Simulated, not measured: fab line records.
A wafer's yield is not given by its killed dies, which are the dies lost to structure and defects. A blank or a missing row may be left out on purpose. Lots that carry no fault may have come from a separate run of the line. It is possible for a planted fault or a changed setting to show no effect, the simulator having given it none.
fab line records	flow nand-harc
[record] lots = 4	wafers = 12	last-day = 33
route steps=1302 shown A_CONTACT@1032 END@1302
lots with no fault: from the same line, run without faults
start-h: hours from the record's opening day to when the first of the lot's shown wafers began	wait-h: hours elapsed since this lot's preceding step	" repeats the value in the row above	L1.1+2: a single row standing in for several wafers	- no value, or no start given	* or withheld: withheld	< > ~ a bound
route shown NAME@n: names a module that has steps shown in the file, with the first one's number in the route	usual: the fault-free wafers' mean and standard deviation	same: alike in all rows	chamber/n: place in a boat	sites: readings site by site	_std_site: standard deviation of those values	_edge_site: inner sites' mean taken away from outer sites' mean	radius-mm: how far each site lies from the wafer's centre	mask NAME#n: copy n	behind: the tool/chamber that last shaped the wafer	hold: reason for holding the lot/hours on hold/outcome of the hold	device: names the non-switching transistor (n, p or np)	end of line: at the end of the route, the tests of the same wafers	a step without rows: its recipe alone	killed: dies lost to structure and defects at the first sort, not the wafer's yield	map: a wafer's dies, x killed, . not, _ none there
set.NAME: the setting as run; set.NAME@STEP: as run at that earlier step	model.NAME: the simulator's own value behind a step, which no gauge read
certain route steps with their lots: each step a table, each wafer a row
services: a tool's chamber out of use, with start hour (start-h, from the record's first day; less than 0 if before it), hours out, and reason
[[steps]]
[step NHARC_A_CONTACT_COAT_62]
[recipe] temp-c = 225	time-s = 65
[step NHARC_A_CONTACT_COAT_63]
[recipe] spin-rpm = 1500	resist-thk-nm = 90
[step NHARC_A_CONTACT_SOFTBAKE_64]
[recipe] temp-c = 105	time-s = 55
[step NHARC_A_CONTACT_EBR_65]
[step NHARC_A_CONTACT_EXPOSE_66]
[recipe] na = 1.35	sigma-outer = 0.8	dose-mj = 59.02	mask-id = A_CC_2
[step NHARC_A_CONTACT_PEB_67]
[recipe] peb-temp-c = 100	peb-time-s = 65
[step NHARC_A_CONTACT_DEVELOP_68]
[recipe] develop-time-s = 35	dev-temp-c = 23
[step NHARC_A_CONTACT_DESCUM_74]
[recipe] time-s = 3	o2-flow-sccm = 200	ar-flow-sccm = 0	bias-power-w = 0	chemistry = O2
[step NHARC_A_CONTACT_ETCH_75]
[recipe] target-depth-a = 390	over-etch-frac = 0.3	time-s = 65	ion-energy-ev = 80	cf4-flow-sccm = 150	ar-flow-sccm = 0	rf-w = 300	bias-w = 100	chemistry = CF4
[step NHARC_A_CONTACT_ETCH_76]
[recipe] target-depth-a = 2600	over-etch-frac = 0.3	time-s = 475.3	ion-energy-ev = 200	n2-flow-sccm = 150	h2-flow-sccm = 150	ar-flow-sccm = 0	rf-w = 400	bias-w = 150	chemistry = N2/H2
[usual] drypump-motor-current-A = 5.7/0.43	oes-product-au = 0.998/0.0098	rf-fwd-power-W = 399.3/1.1	rf-vpp-V = 430.7/2.9	showerhead-plenum-p-Torr = 2.05/0.11	throttle-valve-pct = 14.171/0.0086
lot.wafer	tool	chamber	start-h	wait-h	drypump-motor-current-A	oes-product-au	rf-fwd-power-W	rf-hours-counter-h	rf-vpp-V	showerhead-plenum-p-Torr	throttle-valve-pct
L741.4	rie-diel-09	0	625.07	-	5.2	1.006	400.0	37	428.6	1.92	14.179
L741.1	"	1	"	"	5.8	1.000	399.6	40	433.0	2.14	14.170
L741.5	"	2	"	"	5.2	0.992	398.7	-	433.5	2.16	14.173
L748.2	rie-diel-09	1	685.55	-	5.7	0.987	402.6	0	433.2	2.14	14.170
L748.1	"	2	"	"	5.2	1.005	398.9	0	435.2	2.15	14.176
L748.3	"	3	"	"	6.4	1.002	399.0	0	435.5	2.22	14.172
L749.2	rie-diel-09	2	700.93	-	5.2	1.001	397.3	3	433.2	2.15	14.182
L749.3	"	0	"	"	5.2	1.014	398.6	2	428.0	1.92	14.160
L749.6	"	3	"	"	6.4	1.006	399.7	-	435.3	2.22	14.183
L751.2	rie-diel-02	3	727.67	-	6.5	1.026	399.3	50	433.6	2.16	14.179
L751.4	"	2	"	"	6.0	1.004	398.3	46	428.5	1.94	14.177
L751.6	"	0	"	"	5.7	1.006	401.3	-	432.5	2.13	14.168
[step NHARC_A_CONTACT_ETCH_77]
[recipe] target-depth-a = 1089	time-s = 54.5	cf4-flow-sccm = 100	chf3-flow-sccm = 30	ar-flow-sccm = 0	rf-w = 500	bias-w = 200	chemistry = CF4/CHF3
[step NHARC_A_CONTACT_ETCH_78]
[recipe] target-depth-a = 53000	over-etch-frac = 0.3	time-s = 1378	ion-energy-ev = 150	o2-flow-sccm = 400	cos-flow-sccm = 20	ar-flow-sccm = 0	rf-w = 500	bias-w = 300	chemistry = O2/COS
[step NHARC_A_CONTACT_ETCH_124]
[recipe] source-w = withheld	pressure-mtorr = 20	bias-v = withheld	time-s = 140	target-depth-a = 7000	ar-flow-sccm = withheld	c4f8-flow-sccm = withheld	o2-flow-sccm = withheld	chemistry = C4F8/O2/Ar
[step NHARC_A_CONTACT_ETCH_125]
[recipe] source-w = withheld	pressure-mtorr = 20	bias-v = 3000	time-s = 197	target-depth-a = 19180	ar-flow-sccm = withheld	c4f8-flow-sccm = withheld	o2-flow-sccm = withheld	chemistry = C4F8/O2/Ar
[step NHARC_A_CONTACT_ETCH_126]
[recipe] source-w = withheld	pressure-mtorr = 20	bias-v = 3000	time-s = 197	target-depth-a = 19180	ar-flow-sccm = withheld	c4f8-flow-sccm = withheld	o2-flow-sccm = withheld	chemistry = C4F8/O2/Ar
[step NHARC_A_CONTACT_ETCH_127]
[recipe] source-w = withheld	pressure-mtorr = 20	bias-v = 3000	time-s = 197	target-depth-a = 19180	ar-flow-sccm = withheld	c4f8-flow-sccm = withheld	o2-flow-sccm = withheld	chemistry = C4F8/O2/Ar
[step NHARC_A_CONTACT_ETCH_128]
[recipe] source-w = withheld	pressure-mtorr = 20	bias-v = 3000	time-s = 197	target-depth-a = 19180	ar-flow-sccm = withheld	c4f8-flow-sccm = withheld	o2-flow-sccm = withheld	chemistry = C4F8/O2/Ar
[step NHARC_A_CONTACT_ETCH_129]
[recipe] source-w = withheld	pressure-mtorr = 20	bias-v = 3000	time-s = 197	target-depth-a = 19180	ar-flow-sccm = withheld	c4f8-flow-sccm = withheld	o2-flow-sccm = withheld	chemistry = C4F8/O2/Ar
[step NHARC_A_CONTACT_ETCH_130]
[recipe] source-w = withheld	pressure-mtorr = 20	bias-v = 3000	time-s = 197	target-depth-a = 19180	ar-flow-sccm = withheld	c4f8-flow-sccm = withheld	o2-flow-sccm = withheld	chemistry = C4F8/O2/Ar
[step NHARC_A_CONTACT_ETCH_131]
[recipe] source-w = withheld	pressure-mtorr = 20	bias-v = 3000	time-s = 197	target-depth-a = 19180	ar-flow-sccm = withheld	c4f8-flow-sccm = withheld	o2-flow-sccm = withheld	chemistry = C4F8/O2/Ar
[step NHARC_A_CONTACT_ETCH_132]
[recipe] source-w = withheld	pressure-mtorr = 20	bias-v = 3000	time-s = 197	target-depth-a = 19240	ar-flow-sccm = withheld	c4f8-flow-sccm = withheld	o2-flow-sccm = withheld	chemistry = C4F8/O2/Ar
[step NHARC_A_CONTACT_ETCH_133]
[recipe] source-w = withheld	pressure-mtorr = 20	bias-v = 400	time-s = 374	target-depth-a = 16100	ar-flow-sccm = withheld	c4f8-flow-sccm = 11.5	o2-flow-sccm = 7.2	chemistry = C4F8/O2/Ar
[step NHARC_A_CONTACT_ETCH_91]
[recipe] target-depth-a = 400	over-etch-frac = 0.5	time-s = 85.7	ion-energy-ev = 120	ch3f-flow-sccm = 50	o2-flow-sccm = 30	ar-flow-sccm = 200	rf-w = 500	bias-w = 100	chemistry = CH3F/O2
[step NHARC_A_CONTACT_ETCH_97]
[recipe] target-depth-a = 200	over-etch-frac = 0.5	time-s = 10	ion-energy-ev = 250	c4f6-flow-sccm = 25	o2-flow-sccm = 20	ar-flow-sccm = 500	rf-w = 600	bias-w = 500	chemistry = C4F6/O2
[step NHARC_A_CONTACT_STRIP_103]
[recipe] n2-flow-sccm = 150	h2-flow-sccm = 150	ar-flow-sccm = 0	bias-w = 0	chemistry = N2/H2
[step NHARC_A_CONTACT_STRIP_104]
[recipe] cf4-flow-sccm = 100	chf3-flow-sccm = 30	ar-flow-sccm = 0	bias-w = 0	chemistry = CF4/CHF3
[step NHARC_A_CONTACT_STRIP_105]
[recipe] o2-flow-sccm = 400	cos-flow-sccm = 20	ar-flow-sccm = 0	bias-w = 0	chemistry = O2/COS
[step NHARC_A_CONTACT_ETCH_106]
[recipe] target-depth-a = 900	overetch-a = 90	time-s = 49.5	ion-energy-ev = 100	cf4-flow-sccm = 80	o2-flow-sccm = 20	ar-flow-sccm = 0	rf-w = 300	bias-w = 100	chemistry = CF4/O2
[step NHARC_A_CONTACT_STRIP_82]
[recipe] o2-flow-sccm = 500	ar-flow-sccm = 0	bias-w = 0	chemistry = O2
[step NHARC_A_CONTACT_STRIP_83]
[recipe] time-s = 600	temp-c = 30	chemistry = post-etch-residue-remover
[step NHARC_A_CONTACT_DEP_84]
[recipe] target-thk-a = 28000	temp-c = 400	material = aC
[step NHARC_A_CONTACT_DEP_85]
[recipe] target-thk-a = 600	target-thk-nm = 60	temp-c = 400	pressure-torr = 3.5	flow-sccm = 200	rf-w = 350	material = SiON
[step NHARC_A_CONTACT_DEHYDRATE_00]
[recipe] temp-c = 150	time-s = 120
[step NHARC_A_CONTACT_HMDS_01]
[recipe] time-s = 30
[step NHARC_A_CONTACT_COAT_86]
[recipe] temp-c = 260	time-s = 75
[step NHARC_A_CONTACT_COAT_87]
[recipe] temp-c = 225	time-s = 65
[step NHARC_A_CONTACT_COAT_02]
[recipe] spin-rpm = 1500	resist-thk-nm = 90
[step NHARC_A_CONTACT_SOFTBAKE_03]
[recipe] temp-c = 105	time-s = 55
[step NHARC_A_CONTACT_DESCUM_13]
[recipe] time-s = 3	o2-flow-sccm = 200	ar-flow-sccm = 0	bias-power-w = 0	chemistry = O2
[usual] drypump-motor-current-A = 5.7/0.45	oes-product-au = 1.002/0.011	rf-vpp-V = 57.7/0.99	showerhead-plenum-p-Torr = 1.92/0.097	throttle-valve-pct = 11.311/0.0085
lot.wafer	tool	chamber	start-h	wait-h	hold	drypump-motor-current-A	oes-product-au	rf-hours-counter-h	rf-vpp-V	showerhead-plenum-p-Torr	throttle-valve-pct
L741.1	rie-diel-09	1	637.30	0.1	-	5.7	0.996	45	57.1	2.01	11.324
L741.4	"	0	"	"	-	5.2	1.000	40	56.2	1.80	11.313
L741.5	"	1	"	"	-	5.7	1.004	-	58.1	2.01	11.305
L748.1	rie-diel-02	2	701.25	5.9	await-dispo/5.9h/release	6.0	1.007	36	58.5	1.82	11.321
L748.2	"	0	"	"	await-dispo/5.9h/release	5.7	1.010	42	59.1	2.00	11.316
L748.3	"	1	"	"	await-dispo/5.9h/release	6.2	1.013	37	57.4	1.88	11.308
L749.3	rie-diel-02	0	710.59	1.6	await-dispo/1.6h/release	5.8	1.003	45	57.5	2.00	11.324
L749.2	"	2	"	"	await-dispo/1.6h/release	6.0	1.001	40	58.6	1.82	11.310
L749.6	"	0	"	"	await-dispo/1.6h/release	5.8	1.001	-	56.7	2.00	11.323
L751.4	rie-diel-02	2	735.76	0.1	-	6.0	1.000	52	56.6	1.82	11.324
L751.2	"	0	"	"	-	5.7	0.989	55	57.3	2.00	11.311
L751.6	"	3	"	"	-	6.6	1.023	-	57.5	2.02	11.324
[step NHARC_END_SORT_01]
[recipe] temp-c = 25
[usual] killed-at-array = 64/20	killed-at-other = 0.7/1.1	killed-at-periphery = 3.6/2.7	killed-dies = 68/20	killed-open = 2.8/1.9	killed-short = 2.3/1.5
[same] gross-dies = 677
lot.wafer	tool	chamber	start-h	wait-h	killed-at-array	killed-at-other	killed-at-periphery	killed-dies	killed-open	killed-short
L748.1	prober-02	0	771.19	2.5	127	0	13	140	5	0
L748.2	prober-02	0	772.00	2.8	140	1	6	147	2	5
L748.3	prober-02	0	772.80	3.1	114	1	5	120	1	2
L749.2	prober-01	0	776.85	2.8	108	1	3	112	2	2
L749.3	prober-01	0	777.66	3.1	118	0	5	123	2	1
L749.6	prober-01	0	780.07	4.0	117	0	4	121	1	2
// killed by level:class
L748.1 A_CONTACT:unspecified=50 A_SLIT:chamber-film-flake=40 A_CHANNEL_HOLE_D1:chamber-film-flake=19 A_STAIRCASE:chamber-film-flake=6 P_GATE:chamber-film-flake=5 A_CONTACT:chamber-film-flake=4 P_ZERO_WELL:chamber-film-flake=3 P_M1:chamber-film-flake=3
L748.2 A_CONTACT:unspecified=83 A_SLIT:chamber-film-flake=28 A_CHANNEL_HOLE_D1:chamber-film-flake=14 A_STAIRCASE:chamber-film-flake=4 A_CONTACT:chamber-film-flake=4 P_ZERO_WELL:chamber-film-flake=3 P_GATE:chamber-film-flake=2 P_CONTACT:geometric-particle:short=1
L748.3 A_CONTACT:unspecified=61 A_SLIT:chamber-film-flake=27 A_CHANNEL_HOLE_D1:chamber-film-flake=10 A_STAIRCASE:chamber-film-flake=7 P_GATE:chamber-film-flake=4 A_CONTACT:chamber-film-flake=3 A_CHANNEL_FILL_D2:geometric-particle:short=1 A_BLC:geometric-particle:open=1
L749.2 A_CONTACT:unspecified=52 A_SLIT:chamber-film-flake=28 A_CHANNEL_HOLE_D1:chamber-film-flake=15 A_CONTACT:chamber-film-flake=6 P_GATE:chamber-film-flake=2 A_STAIRCASE:chamber-film-flake=2 A_ONON_D2:geometric-particle:short=1 A_CHANNEL_FILL_D2:geometric-particle:open=1
L749.3 A_CONTACT:unspecified=76 A_SLIT:chamber-film-flake=28 A_CHANNEL_HOLE_D1:chamber-film-flake=5 A_STAIRCASE:chamber-film-flake=4 P_M0:chamber-film-flake=3 P_GATE:geometric-particle:open=1 A_ONON_D1:geometric-particle:open=1 A_WL_FILL:geometric-particle:short=1
L749.6 A_CONTACT:unspecified=64 A_SLIT:chamber-film-flake=29 A_CHANNEL_HOLE_D1:chamber-film-flake=12 A_CONTACT:chamber-film-flake=6 P_M0:chamber-film-flake=3 A_CHANNEL_FILL_D2:geometric-particle:short=2 A_ONON_D2:geometric-particle:open=1 P_STI:chamber-film-flake=1
// map L748.2 (x killed, . not)
____________.____________
_________......._________
_______..........._______
______......xxx....______
_____.......xx....x._____
____....x..xxxxxx....____
____......xxxxxxxx...____
___......xxxxxxxx....x___
___......xxxxxxxx.x...___
__.......xxxxxxxx......__
__.......xxxxxxxxx.....__
_.........xxxxxxxxx.xx.._
_......x..xxxxxxxxx....x_
_..........xxxx.x.x..x.._
_.........xxx.x........._
_.........x...xxx......._
...x..x.x.x..xxx.....x...
.........................
.x.x.x....xx.............
.....x....xx.............
...xx..x.xxx.............
_..xxxx.xx...x.........._
_..xx.xxxx.............._
_...xxxx................_
_..x.xxx................_
_..x.xx...............x._
__..x...x..............__
__..x............x.....__
___...................___
___...................___
____............x....____
____..........x......____
_____..............._____
______............x______
_______..........._______
_________......._________
____________.____________
// map L749.3 (x killed, . not)
____________.____________
_________......._________
_______..x........_______
______..x..........______
_____..............._____
____...x.............____
____.................____
___...................___
___........x..........___
__........x............__
__..........x..........__
_.......xxxx.x.........._
_......xxxxxxx.........._
_......xxxxxxx..x......._
_.....x.xxxxxx.........._
_.....xxxxxxxxxx........_
.......xxxxxxxx..........
.....x..xxxxxx...x.......
......xxxxxxxxx......x...
.xxxxx.xxxxx.xx..........
..x..x..xxxxxx...........
_..xxxxxx.xx....x......x_
_.xxxx.xxx.x..x.......x._
_.xx.xxx................_
_..x.xx.....x..........._
_...x..................._
__...x.x...............__
__.....................__
___...................___
___...................___
____.................____
____..x....x.........____
_____..............._____
______.............______
_______..........._______
_________......._________
____________.____________
[[services]]
tool	chamber	start-h	hours	kind
rie-diel-02	0	606.43	-	clean
rie-diel-02	1	606.43	-	clean
rie-diel-02	2	606.43	-	clean
rie-diel-02	3	606.43	-	clean
rie-diel-09	0	606.45	-	clean
rie-diel-09	1	606.45	-	clean
rie-diel-09	2	606.45	-	clean
rie-diel-09	3	606.45	-	clean
rie-diel-09	0	627.47	2.9	repair
rie-diel-09	0	630.95	-	clean
rie-diel-09	1	630.95	-	clean
rie-diel-09	2	630.95	-	clean
rie-diel-09	3	630.95	-	clean
rie-diel-02	0	631.08	-	clean
rie-diel-02	1	631.08	-	clean
rie-diel-02	2	631.08	-	clean
rie-diel-02	3	631.08	-	clean
rie-diel-02	-	642.04	1.2	repair
rie-diel-09	0	655.45	-	clean
rie-diel-09	-	674.21	9.0	pm
rie-diel-02	3	691.66	2.9	repair
rie-diel-02	-	707.07	0.2	repair
rie-diel-09	1	720.68	1.7	repair
rie-diel-09	1	724.68	3.9	repair
[[key]]
[first-sign] step = NHARC_END_SORT_01	reading = killed-dies	direction = up	sigmas = 3	usual = 68	struck = 127
[effect] step = NHARC_END_SORT_01	reading = killed-at-array	direction = up	sigmas = 2.9	usual = 64	struck = 121
[more-kills-born-at] NHARC_A_CONTACT_ETCH_76@rie-diel-09 = 386
met-at NHARC_A_CONTACT_ETCH_76
struck-wafers L748.1,L748.2,L748.3,L749.2,L749.3,L749.6
tester-left-out L748,L749
onset-between 625.07 685.55
[fault] kind = chamber-particle-source	tool = rie-diel-09	chamber = -	onset-h = 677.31	steps = NHARC_A_CONTACT_ETCH_76	rate-per-visit-cm2 = 0.74953	end-h = 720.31
// tester-left-out: of these lots the tester's yield and bins aren't shown, on N5 and GAA mostly nor the transistor test; their killed dies are dies lost to structure and defects alone, not to doping, threshold or leakage, so they don't give the yield
